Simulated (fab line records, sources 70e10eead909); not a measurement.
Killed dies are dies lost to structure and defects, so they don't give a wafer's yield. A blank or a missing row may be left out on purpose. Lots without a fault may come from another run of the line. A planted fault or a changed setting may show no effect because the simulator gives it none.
fab line records | flow nand_harc
record lots=12 wafers=36 last_day=24
route steps=1159 shown A_STAIRCASE@553 END@1159
lots that met no fault: from a run of the same line without faults
start_h: hours from the record's first day to the start of the lot's first wafer shown | wait_h: hours since the lot's step before | " the same as in the row above | L1.1+2: a row that stands for several wafers | - no value, or no start given | * or withheld: withheld | < > ~ a bound
route shown NAME@n: a module of which the file shows steps, and the number in the route of the first | usual: mean/standard deviation of fault-free wafers | same: alike in all rows | chamber/n: place in a boat | sites: the reading at each site | _std_site: their standard deviation | _edge_site: outer sites' mean less inner sites' | radius_mm: how far each site lies from the wafer's centre | mask NAME#n: copy n | behind: the tool/chamber that last shaped the wafer | hold: why the lot was held/for how many hours/how that ended | device: the transistor (n, p or np) that didn't switch | end of line: the same wafers' tests at the end of the route | a step without rows: its recipe alone | killed: dies lost to structure and defects at the first sort, not the wafer's yield | map: a wafer's dies, x killed, . not, _ none there
set.NAME: the setting as run; set.NAME@STEP: as run at that earlier step | model.NAME: the simulator's own value behind a step, which no gauge read
steps of the route over a sample of lots; a table a step, a row a wafer
services: from which hour (start_h, from the record's first day; less than 0 if before it) a tool's chamber was out of use, for how many hours, and why
## steps
# step NHARC_A_STAIRCASE_ETCH_17
# recipe target_depth_a=1000 time_s=40.5 ion_energy_ev=400 c4f8_flow_sccm=20 o2_flow_sccm=10 ar_flow_sccm=withheld rf_w=600 bias_w=1000 chemistry=C4F8/O2
# usual oes_product_au=0.936/0.015 rf_fwd_power_W=591.4/2.8 rf_vpp_V=895/6.4
# columns lot.wafer tool chamber start_h wait_h oes_product_au rf_fwd_power_W rf_hours_counter_h rf_vpp_V
L100.1 rie_diel-02 0 - - 0.930 593.6 31 888
L100.6 " 0 " " 0.926 595.4 - 888
L100.5 " 1 " " 0.935 591.6 - 892
L102.2 rie_diel-02 1 - - 0.947 594.7 36 891
L102.4 " 3 " " 0.952 591.9 32 891
L102.5 " 0 " " 0.944 590.1 - 886
L104.3 rie_diel-01 2 - - 0.943 593.9 41 898
L104.4 " 0 " " 0.929 589.5 37 900
L104.6 " 2 " " 0.935 593.2 - 898
L105.2 rie_diel-01 1 - - 0.950 589.3 43 905
L105.1 " 2 " " 0.943 591.2 43 898
L105.3 " 0 " " 0.925 590.9 42 899
L108.1 rie_diel-01 0 - - 0.917 591.3 47 900
L108.3 " 2 " " 0.930 590.7 49 899
L108.5 " 0 " " 0.916 588.5 - 898
L109.2 rie_diel-02 2 - - 0.916 596.7 45 885
L109.3 " 0 " " 0.927 595.1 49 887
L109.6 " 1 " " 0.936 592.6 - 890
L107.3 rie_diel-02 3 - - 0.926 590.5 45 889
L107.4 " 1 " " 0.923 591.7 49 892
L107.5 " 2 " " 0.916 593.6 - 886
L112.1 rie_diel-04 1 - - 0.961 589.9 4 897
L112.3 " 3 " " 0.920 591.7 3 898
L112.6 " 2 " " 0.965 586.2 - 893
L111.3 rie_diel-02 1 - - 0.916 598.1 60 889
L111.5 " 2 " " 0.921 593.6 - 886
L111.6 " 3 " " 0.949 592.3 - 888
L119.2 rie_diel-02 3 - - 0.977 593.8 3 888
L119.1 " 0 " " 0.953 593.6 4 886
L119.6 " 3 " " 0.981 590.9 - 889
L121.2 rie_diel-02 0 - - 0.945 596.4 9 887
L121.3 " 2 " " 0.924 591.0 8 907
L121.6 " 0 " " 0.938 594.5 - 888
L122.2 rie_diel-02 0 - - 0.943 595.2 11 887
L122.5 " 2 " " 0.938 596.3 - 907
L122.6 " 1 " " 0.938 592.3 - 889
# step NHARC_A_STAIRCASE_ETCH_19
# recipe target_depth_a=1000 time_s=40.5 ion_energy_ev=400 c4f8_flow_sccm=20 o2_flow_sccm=10 ar_flow_sccm=withheld rf_w=600 bias_w=1000 chemistry=C4F8/O2
# usual oes_product_au=0.937/0.013 rf_fwd_power_W=591.7/2.8 rf_vpp_V=895/6.6
# columns lot.wafer tool chamber start_h wait_h oes_product_au rf_fwd_power_W rf_hours_counter_h rf_vpp_V
L100.1 rie_diel-02 0 238.77 - 0.936 591.3 31 886
L100.6 " 1 " " 0.934 595.4 - 889
L100.5 " 2 " " 0.930 593.9 - 887
L102.4 rie_diel-02 2 250.53 - 0.927 593.3 33 886
L102.2 " 0 " " 0.926 591.7 35 888
L102.5 " 1 " " 0.943 593.7 - 892
L104.3 rie_diel-01 3 259.61 - 0.930 589.5 40 890
L104.4 " 0 " " 0.934 588.5 37 899
L104.6 " 0 " " 0.931 588.4 - 901
L105.1 rie_diel-01 1 274.68 - 0.933 592.2 43 905
L105.2 " 2 " " 0.958 592.2 43 898
L105.3 " 0 " " 0.924 590.8 42 899
L108.1 rie_diel-01 0 289.40 - 0.934 593.1 47 900
L108.3 " 1 " " 0.934 589.6 49 905
L108.5 " 1 " " 0.933 588.5 - 906
L109.3 rie_diel-02 1 290.15 - 0.931 590.6 49 892
L109.2 " 2 " " 0.909 596.0 45 887
L109.6 " 0 " " 0.924 591.9 - 888
L107.3 rie_diel-02 0 290.76 - 0.932 590.2 50 888
L107.4 " 3 " " 0.942 594.5 46 889
L107.5 " 0 " " 0.942 591.9 - 888
L112.3 rie_diel-04 2 312.47 - 0.947 589.0 4 894
L112.1 " 3 " " 0.910 593.6 3 896
L112.6 " 0 " " 0.935 589.7 - 903
L111.3 rie_diel-02 3 313.55 - 0.953 589.8 56 889
L111.5 " 2 " " 0.917 596.0 - 884
L111.6 " 3 " " 0.945 589.4 - 889
L119.2 rie_diel-02 3 347.59 - 0.968 592.2 3 888
L119.1 " 2 " " 0.920 598.6 4 905
L119.6 " 0 " " 1.156 592.0 - 886
L121.2 rie_diel-02 2 359.95 - 0.930 599.1 8 906
L121.3 " 0 " " 1.146 594.1 9 886
L121.6 " 2 " " 0.937 595.0 - 906
L122.2 rie_diel-02 2 367.16 - 0.938 592.3 10 907
L122.5 " 0 " " 1.144 594.0 - 887
L122.6 " 2 " " 0.932 595.1 - 905
# step NHARC_A_STAIRCASE_ETCH_21
# recipe target_depth_a=1000 time_s=40.5 ion_energy_ev=400 c4f8_flow_sccm=20 o2_flow_sccm=10 ar_flow_sccm=withheld rf_w=600 bias_w=1000 chemistry=C4F8/O2
# usual oes_product_au=0.939/0.02 rf_fwd_power_W=591.3/2.8 rf_vpp_V=895/6.2
# columns lot.wafer tool chamber start_h wait_h oes_product_au rf_fwd_power_W rf_hours_counter_h rf_vpp_V
L100.1 rie_diel-04 3 - - 0.950 592.8 52 897
L100.5 " 3 " " 0.954 588.5 - 896
L100.6 " 0 " " 0.988 590.5 - 903
L102.4 rie_diel-04 2 - - 0.992 586.7 53 895
L102.2 " 3 " " 0.949 587.1 55 897
L102.5 " 2 " " 0.993 590.3 - 894
L104.3 rie_diel-01 3 - - 0.933 594.7 40 890
L104.4 " 0 " " 0.926 590.6 37 900
L104.6 " 2 " " 0.944 593.1 - 899
L105.1 rie_diel-02 1 - - 0.928 593.6 44 889
L105.3 " 2 " " 0.904 596.8 40 886
L105.2 " 0 " " 0.916 594.1 43 889
L108.1 rie_diel-01 1 - - 0.932 592.3 49 906
L108.3 " 0 " " 0.917 590.0 47 898
L108.5 " 1 " " 0.936 592.1 - 906
L109.2 rie_diel-01 2 - - 0.940 591.6 49 899
L109.3 " 0 " " 0.929 593.1 47 898
L109.6 " 1 " " 0.930 588.8 - 905
L107.3 rie_diel-02 0 - - 0.923 594.3 50 889
L107.4 " 1 " " 0.925 594.9 49 889
L107.5 " 2 " " 0.912 595.7 - 885
L112.1 rie_diel-04 0 - - 0.945 589.7 4 903
L112.3 " 1 " " 0.959 589.6 5 897
L112.6 " 3 " " 0.936 588.8 - 897
L111.3 rie_diel-02 1 - - 0.913 592.0 60 890
L111.5 " 3 " " 0.950 592.6 - 887
L111.6 " 2 " " 0.919 596.8 - 885
L119.1 rie_diel-02 0 - - 0.945 591.1 5 887
L119.2 " 2 " " 0.929 593.8 4 905
L119.6 " 3 " " 0.964 594.4 - 890
L121.2 rie_diel-02 1 - - 0.932 595.5 9 890
L121.3 " 2 " " 0.917 594.1 8 904
L121.6 " 2 " " 0.917 595.0 - 905
L122.2 rie_diel-04 1 - - 0.987 591.5 31 898
L122.5 " 2 " " 0.963 588.2 - 893
L122.6 " 3 " " 0.949 591.3 - 897
# step NHARC_A_STAIRCASE_TRIM_26
# recipe time_s=211.2 o2_flow_sccm=500 ar_flow_sccm=0 bias_w=0 chemistry=O2
# usual drypump_motor_current_A=5.6/0.44 oes_product_au=0.999/0.014 rf_vpp_V=57.8/1 showerhead_plenum_p_Torr=3.49/0.16 throttle_valve_pct=17.035/0.0092
# columns lot.wafer tool chamber start_h wait_h drypump_motor_current_A oes_product_au rf_hours_counter_h rf_vpp_V showerhead_plenum_p_Torr throttle_valve_pct
L100.1 rie_diel-04 0 - - 5.0 1.014 50 58.7 3.71 17.049
L100.6 " 2 " " 5.4 1.010 - 57.5 3.48 17.057
L100.5 " 3 " " 5.6 0.994 - 58.6 3.57 17.052
L102.4 rie_diel-04 1 - - 6.0 1.000 50 58.1 3.58 17.042
L102.2 " 2 " " 5.4 1.004 53 59.2 3.47 17.033
L102.5 " 0 " " 5.0 1.013 - 58.8 3.71 17.034
L104.3 rie_diel-01 2 - - 6.1 1.011 41 58.9 3.60 17.034
L104.4 " 3 " " 5.0 0.997 40 57.6 3.35 17.020
L104.6 " 1 " " 5.3 1.017 - 57.8 3.79 17.043
L105.1 rie_diel-02 0 - - 6.2 0.995 44 55.9 3.30 17.052
L105.3 " 1 " " 6.3 0.994 44 56.5 3.38 17.042
L105.2 " 2 " " 5.9 0.971 40 55.8 3.27 17.030
L108.3 rie_diel-01 2 - - 6.1 1.017 50 56.7 3.59 17.031
L108.1 " 3 " " 5.0 0.993 50 58.2 3.34 17.032
L108.5 " 0 " " 5.8 1.007 - 58.1 3.62 17.050
L107.3 rie_diel-02 1 - - 6.3 0.985 50 57.2 3.38 17.031
L107.4 " 2 " " 5.8 0.962 46 57.3 3.27 17.047
L107.5 " 3 " " 5.2 0.999 - 56.8 3.33 17.041
L109.2 rie_diel-01 1 - - 5.3 1.012 50 58.3 3.78 17.038
L109.3 " 2 " " 6.2 1.020 51 58.9 3.59 17.035
L109.6 " 2 " " 6.2 1.014 - 58.4 3.59 17.047
L112.3 rie_diel-04 2 - - 5.4 1.011 5 57.3 3.46 17.036
L112.1 " 1 " " 6.0 0.997 5 58.3 3.57 17.027
L112.6 " 2 " " 5.4 1.017 - 57.4 3.46 17.049
L111.3 rie_diel-02 1 - - 6.2 0.983 60 58.4 3.37 17.039
L111.5 " 3 " " 5.2 1.003 - 57.7 3.33 17.024
L111.6 " 1 " " 6.3 0.979 - 58.3 3.37 17.024
L119.2 rie_diel-02 0 - - 6.2 1.000 5 55.6 3.29 17.015
L119.1 " 2 " " 5.8 0.980 4 60.1 3.81 17.022
L119.6 " 3 " " 5.2 1.037 - 55.5 3.32 17.050
L121.2 rie_diel-02 2 - - 5.8 0.997 9 58.4 3.80 17.040
L121.3 " 1 " " 6.3 1.011 10 57.0 3.36 17.030
L121.6 " 0 " " 6.2 1.003 - 57.0 3.29 17.023
L122.2 rie_diel-04 2 - - 5.4 0.998 31 58.2 3.45 17.024
L122.6 " 1 " " 6.0 1.014 - 59.2 3.55 17.023
L122.5 " 2 " " 5.4 0.996 - 58.8 3.45 17.031
# step NHARC_END_SORT_01
# recipe temp_c=25
# usual killed_at_array=31/11 killed_at_other=0.5/0.78 killed_at_periphery=3.0/2 killed_dies=34/12 killed_open=3.2/2 killed_short=1.9/1.6
# same gross_dies=677
# columns lot.wafer tool chamber start_h wait_h killed_at_array killed_at_other killed_at_periphery killed_dies killed_open killed_short
L119.1 prober-01 0 556.49 2.5 15 0 2 17 1 5
L119.2 prober-01 0 557.29 2.8 21 0 1 22 4 1
L119.6 prober-01 0 560.45 4.0 675 0 2 677 3 2
L122.2 prober-02 0 564.96 2.7 36 1 1 38 2 1
L122.5 prober-02 0 567.34 3.7 676 0 1 677 1 0
L122.6 prober-02 0 568.13 4.0 27 2 4 33 1 1
L121.2 prober-01 0 570.78 2.8 50 1 7 58 2 1
L121.3 prober-01 0 571.60 3.1 674 0 3 677 1 2
L121.6 prober-01 0 574.04 4.1 55 1 7 63 7 2
# killed by level:class
L119.1 A_CHANNEL_HOLE_D1:chamber_film_flake=6 A_WL_FILL:geometric_particle:short=2 A_CONTACT:chamber_film_flake=2 P_CONTACT:geometric_particle:short=1 A_CHANNEL_HOLE_D1:geometric_particle:short=1 A_CHANNEL_FILL_D1:geometric_particle:open=1 A_CHANNEL_FILL_D1:geometric_particle:short=1 P_ZERO_WELL:chamber_film_flake=1
L119.2 A_CHANNEL_HOLE_D1:chamber_film_flake=6 A_SGD_CUT:chamber_film_flake=4 A_CONTACT:chamber_film_flake=3 A_STAIRCASE:chamber_film_flake=2 P_CONTACT:geometric_particle:open=1 A_SOURCE_PLATE:geometric_particle:open=1 A_CHANNEL_FILL_D1:geometric_particle:short=1 A_M0:geometric_particle:open=1
L119.6 A_STAIRCASE:area_etch=658 A_CHANNEL_HOLE_D1:chamber_film_flake=10 P_CONTACT:geometric_particle:open=1 A_CHANNEL_FILL_D1:geometric_particle:short=1 A_CHANNEL_FILL_D1:geometric_particle:open=1 A_CONTACT:geometric_particle:open=1 A_CONTACT:geometric_particle:short=1 P_ZERO_WELL:chamber_film_flake=1
L122.2 A_SLIT:chamber_film_flake=18 A_CHANNEL_HOLE_D1:chamber_film_flake=8 A_ONON_D1:geometric_particle:open=2 A_CHANNEL_FILL_D1:chamber_film_flake=2 A_STAIRCASE:chamber_film_flake=2 A_WL_FILL:chamber_film_flake=2 A_WL_FILL:geometric_particle:short=1 P_STI:chamber_film_flake=1
L122.5 A_STAIRCASE:area_etch=645 A_SLIT:chamber_film_flake=25 A_WL_FILL:chamber_film_flake=3 A_CHANNEL_HOLE_D1:chamber_film_flake=2 A_CONTACT:geometric_particle:open=1 P_M2:chamber_film_flake=1
L122.6 A_SLIT:chamber_film_flake=19 A_CHANNEL_HOLE_D1:chamber_film_flake=5 P_M2:chamber_film_flake=2 THIN_TSV:chamber_film_flake=2 P_M1:geometric_particle:open=1 A_CHANNEL_HOLE_D1:geometric_particle:short=1 P_STI:chamber_film_flake=1 A_CHANNEL_FILL_D1:chamber_film_flake=1
L121.2 A_CHANNEL_HOLE_D1:chamber_film_flake=24 A_SLIT:chamber_film_flake=19 P_STI:chamber_film_flake=3 A_CONTACT:chamber_film_flake=3 P_BONDPAD:chamber_film_flake=2 A_WL_FILL:chamber_film_flake=2 P_STI:geometric_particle:short=1 P_M1:geometric_particle:open=1
L121.3 A_STAIRCASE:area_etch=629 A_SLIT:chamber_film_flake=19 A_CHANNEL_HOLE_D1:chamber_film_flake=15 A_CONTACT:chamber_film_flake=6 A_CHANNEL_FILL_D1:geometric_particle:short=1 A_SGD_CUT:geometric_particle:short=1 A_CONTACT:geometric_particle:open=1 P_ZERO_WELL:chamber_film_flake=1
L121.6 A_CHANNEL_HOLE_D1:chamber_film_flake=19 A_SLIT:chamber_film_flake=19 P_GATE:chamber_film_flake=4 A_CONTACT:chamber_film_flake=4 A_CONTACT:geometric_particle:open=3 A_CHANNEL_FILL_D1:geometric_particle:open=2 A_WL_FILL:chamber_film_flake=2 A_M0:chamber_film_flake=2
## services
# columns tool chamber start_h hours kind
rie_diel-02 2 219.20 6.0 repair
rie_diel-02 0 233.23 - clean
rie_diel-02 1 233.23 - clean
rie_diel-02 2 233.23 - clean
rie_diel-02 3 233.23 - clean
rie_diel-02 0 257.81 - clean
rie_diel-02 1 257.81 - clean
rie_diel-02 2 257.81 - clean
rie_diel-02 3 257.81 - clean
rie_diel-01 2 263.02 6.3 repair
rie_diel-01 3 272.30 2.7 repair
rie_diel-02 0 282.33 - clean
rie_diel-02 1 282.33 - clean
rie_diel-02 2 282.33 - clean
rie_diel-02 3 282.33 - clean
rie_diel-04 - 288.97 9.0 pm
rie_diel-02 0 307.28 - clean
rie_diel-02 1 307.28 - clean
rie_diel-02 2 307.28 - clean
rie_diel-02 3 307.28 - clean
rie_diel-02 0 310.33 8.5 repair
rie_diel-01 2 323.83 8.6 repair
rie_diel-02 - 327.70 9.0 pm
rie_diel-02 3 355.46 16.0 repair
## key
first_sign step=NHARC_A_STAIRCASE_ETCH_19 reading=oes_product_au direction=up sigmas=16 usual=0.937 struck=1.149
effect step=NHARC_END_SORT_01 reading=killed_at_array direction=up sigmas=58 usual=31 struck=675
more_kills_born_at NHARC_A_STAIRCASE_ETCH_19@rie_diel-02=1932
met_at NHARC_A_STAIRCASE_ETCH_19
struck_lots L119,L121,L122
struck_wafers L119.6,L121.3,L122.5
later_rows_left_out L119.6,L121.3,L122.5
tester_left_out L119,L121,L122
not_acting_at NHARC_A_STAIRCASE_ETCH_17,NHARC_A_STAIRCASE_ETCH_21,NHARC_A_STAIRCASE_TRIM_26
onset_between 290.76 347.59
fault kind=process_parameter_drift tool=rie_diel-02 chamber=0 onset_h=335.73 steps=NHARC_A_STAIRCASE_ETCH_19 channel=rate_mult offset=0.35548 shape=step end_h=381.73
# tester_left_out: of these lots the tester's yield and bins aren't shown, on N5 and GAA mostly nor the transistor test; their killed dies are dies lost to structure and defects alone, not to doping, threshold or leakage, so they don't give the yield
# later_rows_left_out: the simulator's readings of these wafers behind a module that went badly wrong aren't trusted and aren't shown, but for the sort
